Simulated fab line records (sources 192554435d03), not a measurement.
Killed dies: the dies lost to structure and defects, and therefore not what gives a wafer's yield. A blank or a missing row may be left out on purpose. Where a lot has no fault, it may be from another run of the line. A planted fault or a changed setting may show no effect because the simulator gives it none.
A lot that was struck, set against a sound lot | flow n5Finfet | 20 steps out of a route of 1938
Sound: wafers L712.3, L712.4, L712.5. The struck wafers were L724.2, L724.3, L724.5. The cause is given at the end.
At each step with rows: each side's tool, then ch and its chambers, then its first start. Under that, the readings that differ: sound wafers | struck wafers | difference of the means | sigmas: that difference in standard deviations of wafers without a fault.
alike: a reading whose means differ by less than 2 such deviations, as well as words and numbers matching on both sides. not compared: withheld readings; readings where some wafer has no value; bounds like >300 that might hide an equal value; numbers whose values overlap and for which the record gives no deviation.
The two part at a step that has a row with sigmas, a row that says differs or no value, or rows on one side only. Numbers that don't overlap but have no deviation are shown without sigmas and don't part them. A reading that every wafer of one side lacks parts them only if that side has two wafers or more.

first, 1 step without rows for these wafers: N5_MIM_TOP_LITHO_HARDBAKE_09 (time 120 s).
N5_MIM_TOP_LITHO_CD_MEAS_08: the cd target is 2000 nm.
  sound on cdSem-03 ch 0, day 14 01:56; struck on cdSem-01 ch 0, day 17 19:14
  alike: cdNm
N5_MIM_TOP_LITHO_OVL_MEAS_11:
  sound on overlay-01 ch 0, day 14 01:57; struck on overlay-02 ch 0, day 17 19:16
  alike: MIM_TOP_OVL
N5_MIM_TOP_LITHO_INSPECT_12: inspects for defects (macro).
  sound on defectInspect-01, day 14 01:59; struck on defectInspect-02, day 17 19:17
  alike: rawDefectCount
N5_MIM_TOP_LITHO_DESCUM_10: chemistry O2, time 7.9 s.
  sound on rieDiel-04 ch 1,2, day 14 02:01; struck on rieDiel-05 ch 0,2,3, day 17 19:35
  alike: drypumpMotorCurrentA, oesProductAu, rfVppV, showerheadPlenumPTorr, throttleValvePct
  not compared: rfHoursCounterH
N5_MIM_TOP_ETCH_ETCH_00: etches TiN in Cl2/BCl3, target depth 38.5 nm.
  sound on rieMetal-02 ch 0,1, day 14 02:08; struck on rieMetal-01 ch 0,1, day 17 19:41
  alike: drypumpMotorCurrentA, oesProductAu, throttleValvePct
  not compared: rfHoursCounterH
N5_MIM_TOP_ETCH_STRIP_01: strips in O2.
  sound on rieDiel-01 ch 0,2,3, day 14 02:14; struck on rieDiel-02 ch 0,2,3, day 17 19:49
  alike: drypumpMotorCurrentA, oesProductAu, rfVppV, showerheadPlenumPTorr, throttleValvePct
  not compared: rfHoursCounterH
N5_MIM_TOP_ETCH_PECVD_03: deposits SiNx from SiH4/NH3/N2, target thk 20 nm, time 17.6 s.
  sound on pecvd-02 ch 0,2, day 14 02:18; struck on pecvd-02 ch 0,2, day 17 19:53
  alike: heaterPowerW, showerheadPlenumPTorr, showerheadVppV, throttleValvePct
then, 4 steps without rows for these wafers: N5_MIM_BOT_LITHO_HMDS_01 (time 60 s); N5_MIM_BOT_LITHO_COAT_02; N5_MIM_BOT_LITHO_EBR_04; N5_MIM_BOT_LITHO_SOFTBAKE_03 (time 90 s).
N5_MIM_BOT_LITHO_EXPOSE_05: exposes mask MIM BOT.
  sound on krfScanner-02 ch 0, day 14 02:37; struck on krfScanner-02 ch 0, day 17 20:11
reading                             | sound          | struck      | difference | sigmas
model.MIM_BOT_LITHO.overlayXNm (nm) | -3.6 -3.6 -3.6 | 514 514 514 | +518       | 
  alike: mask
then, 3 steps without rows for these wafers: N5_MIM_BOT_LITHO_PEB_06; N5_MIM_BOT_LITHO_DEVELOP_07 (develop time 60 s); N5_MIM_BOT_LITHO_HARDBAKE_09 (time 120 s).
N5_MIM_BOT_LITHO_CD_MEAS_08: the cd target is 3000 nm.
  sound on cdSem-01 ch 0, day 14 02:47; struck on cdSem-01 ch 0, day 17 20:22
  alike: cdNm
N5_MIM_BOT_LITHO_OVL_MEAS_11:
  sound on overlay-01 ch 0, day 14 02:49; struck on overlay-01 ch 0, day 17 20:23
reading          | sound      | struck      | difference | sigmas
MIM_BOT_OVL (nm) | -14 -15 -9 | 506 504 504 | +517       | +89
N5_MIM_BOT_LITHO_INSPECT_12: inspects for defects (macro).
  sound on defectInspect-01, day 14 02:50; struck on defectInspect-01, day 17 20:25
  alike: rawDefectCount
N5_PASSIVATION_PROBE_49:
  sound on prober-01, day 14 17:16; struck on prober-01, day 18 05:58
  alike: defectLimitedYield, killed_at_M0_to_M3, killed_at_M4_up, killedAtContacts, killedAtFrontEnd, killedAtOther, killedDies, killedOpen, killedShort, sort_bin_5_function, sort_bin_6_memory, sort_bin_8_speed, sortNPass, sortYieldPct

== WHERE THEY PART ==
At N5_MIM_BOT_LITHO_OVL_MEAS_11 and nowhere else, as far as this record goes. Later steps at which nothing parts them and some readings are alike: N5_MIM_BOT_LITHO_INSPECT_12, N5_PASSIVATION_PROBE_49.

WHY: what the simulator had put in
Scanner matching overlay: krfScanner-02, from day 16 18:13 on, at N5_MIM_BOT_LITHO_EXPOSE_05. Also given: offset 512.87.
